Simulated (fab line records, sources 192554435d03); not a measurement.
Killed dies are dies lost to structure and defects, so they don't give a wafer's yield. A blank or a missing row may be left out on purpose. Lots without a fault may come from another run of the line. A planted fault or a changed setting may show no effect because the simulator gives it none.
Split-lot experiment | flow n5_finfet | 7 lots, 21 wafers read, on a route of 1938 steps

THE SPLIT
At N5_FIN_CUT_EXPOSE_05 (exposes mask FIN CUT), the setting dose_mj was moved away from the recipe's 45.75 on 10 of the 21 wafers read, by -3.3% to +6.6%. The other wafers ran this setting at the recipe's value.

FROM THE SPLIT TO THE READING: what the file shows between them, 4 steps
- N5_FIN_CUT_PEB_06: peb time 60 s
- N5_FIN_CUT_DEVELOP_07: develop time 30 s
- N5_FIN_CUT_DESCUM_13: chemistry O2, time 7 s
- N5_FIN_CUT_ETCH_30: etches underlayer in N2/H2, target depth 13 nm, time 10.4 s

THE READING
FIN_CUT.cd_offset_nm (the simulator's own value, which no gauge read), in nm, at N5_FIN_CUT_ETCH_20 (etches SiARC in CF4, target depth 26 nm, time 43.3 s). The file gives no usual value for it. The 11 wafers here that ran the recipe average 0.1 nm, standard deviation 0.089 nm.

wafer  | tool, chamber at the split | dose_mj as run | against the recipe | FIN_CUT.cd_offset_nm, nm | against lot-mates on the recipe
L081.2 | euv_scanner-01, 0          | 45.75          | recipe             | 0.2                      | -
L081.4 | euv_scanner-01, 0          | 45.75          | recipe             | 0                        | -
L081.5 | euv_scanner-01, 0          | 45.75          | recipe             | 0                        | -
L082.1 | euv_scanner-01, 0          | 48.76          | +6.6%              | 1.4                      | no lot-mate on the recipe
L082.4 | euv_scanner-01, 0          | 48.76          | +6.6%              | 1                        | no lot-mate on the recipe
L082.5 | euv_scanner-01, 0          | 48.76          | +6.6%              | 1.2                      | no lot-mate on the recipe
L084.3 | euv_scanner-01, 0          | 45.75          | recipe             | 0                        | -
L084.5 | euv_scanner-01, 0          | 48.24          | +5.4%              | 1                        | +1.0
L084.6 | euv_scanner-01, 0          | 48.24          | +5.4%              | 0.8                      | +0.8
L088.1 | euv_scanner-02, 0          | 45.75          | recipe             | 0                        | -
L088.2 | euv_scanner-02, 0          | 45.75          | recipe             | 0.2                      | -
L088.5 | euv_scanner-02, 0          | 47.99          | +4.9%              | 0.4                      | +0.3
L090.1 | euv_scanner-01, 0          | 48.07          | +5.1%              | 1                        | +1.0
L090.2 | euv_scanner-01, 0          | 48.07          | +5.1%              | 0.6                      | +0.6
L090.6 | euv_scanner-01, 0          | 45.75          | recipe             | 0                        | -
L096.1 | euv_scanner-01, 0          | 45.75          | recipe             | 0                        | -
L096.2 | euv_scanner-01, 0          | 44.25          | -3.3%              | -0.6                     | -0.6
L096.5 | euv_scanner-01, 0          | 44.25          | -3.3%              | -0.8                     | -0.8
L097.3 | euv_scanner-01, 0          | 45.75          | recipe             | 0                        | -
L097.6 | euv_scanner-01, 0          | 45.75          | recipe             | 0                        | -
L097.4 | euv_scanner-01, 0          | 45.75          | recipe             | 0.2                      | -

THE FIT
A straight line over all 21 wafers: FIN_CUT.cd_offset_nm changes by +0.168 nm for each +1% of dose_mj; r = +0.96; the points scatter about the line by 0.17 nm.
The same after taking each lot's own level away (the mean of its wafers on the recipe; 18 wafers): +0.159 nm for each +1%; r = +0.94; scatter 0.17 nm.
On that fit, the largest move of dose_mj shifts the reading by 1 nm.
The lots' own levels span 0.00 to 0.10 nm, that is 1.1 times the standard deviation above.
So the lot-to-lot level changes the slope little: the two slopes agree.
Check: with one of the wafers moved furthest among these (+5.4%) left out of the fit, the line predicts +0.778 nm for it against its lot-mates. It came out at +1 nm against them.

OTHER SPLITS ON THESE WAFERS
These wafers also went through other splits before the reading. Each is held against what the fit with the lots' levels taken away leaves over:
other split on the same wafers            | wafers away from the commonest value | r with FIN_CUT.cd_offset_nm (lot level and that fit taken away)
N5_WELL_APT_COAT_02 spin_rpm              | 4                                    | +0.25
N5_PMOS_HMC_CHANNEL_EPI_EXPOSE_06 dose_mj | 7                                    | +0.39
N5_PMOS_HMC_CHANNEL_EPI_PEB_07 peb_time_s | 5                                    | -0.13
N5_FIN_SAQP_ETCH_64 bias_w                | 10                                   | -0.13

THE WHOLE CHAIN: every reading that the file lists as answering this split, in the file's order
step               | what it does                                                | reading                                                               | change (the file's fit)               | r (the file's)
N5_FIN_CUT_ETCH_30 | etches underlayer in N2/H2, target depth 13 nm, time 10.4 s | FIN_CUT.cd_offset_nm (the simulator's own value, which no gauge read) | +0.169 nm for each +1% of the setting | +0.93
N5_FIN_CUT_ETCH_20 | etches SiARC in CF4, target depth 26 nm, time 43.3 s        | FIN_CUT.cd_offset_nm (the simulator's own value, which no gauge read) | +0.141 nm for each +1% of the setting | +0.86

THE FILE'S OWN FIT
FIN_CUT.cd_offset_nm changes by +0.141 nm for each +1% of dose_mj, r = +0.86.
